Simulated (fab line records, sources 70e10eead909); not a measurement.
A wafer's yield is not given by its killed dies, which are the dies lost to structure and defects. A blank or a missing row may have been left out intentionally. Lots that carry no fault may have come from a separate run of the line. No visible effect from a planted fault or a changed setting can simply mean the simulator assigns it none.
Matching of chambers ; flow nand-harc ; rie-diel-02 running NHARC_P_M1_DESCUM_14: 4 sister chambers
The step chemistry O2, time 3 s. 4 wafers are shown with their chamber, then 8 later ones without.

## WAFERS PAIRED WITH THEIR CHAMBERS
wafer;chamber;drypump-motor-current-A (A)
L087.4;2;6.5
L089.3;3;5.1
L089.4;1;5.2
L095.1;0;5.7

## WAFERS MISSING THEIR CHAMBER
wafer;drypump-motor-current-A (A)
L095.5;5.1
L095.6;6.5
L097.1;6.5
L097.3;5.1
L097.6;5.7
L096.1;5.1
L096.2;5.7
L096.4;6.4

## WHICH CHAMBER EACH WENT THROUGH
wafer;from the rows above;in truth
L095.5;3;3
L095.6;2;2
L097.1;2;2
L097.3;3;3
L097.6;0;0
L096.1;3;3
L096.2;0;0
L096.4;2;2
Placed correctly: 8 of 8. Left unplaced by these rows: 0. Wrongly placed: 0.
How it was worked out, from the rows above alone: a wafer's distance from a chamber is the root of the sum, over the readings, of the square of ((its reading less the chamber's mean) divided by the reading's scatter). The wafer belongs to the nearest chamber; if the next one is less than 2 further off, it can't be placed. Each chamber's mean is taken over the wafers shown for it. The scatter (one wafer shown for each chamber): square how far every hidden wafer sits from the nearest shown wafer, average those squares and take the square root.
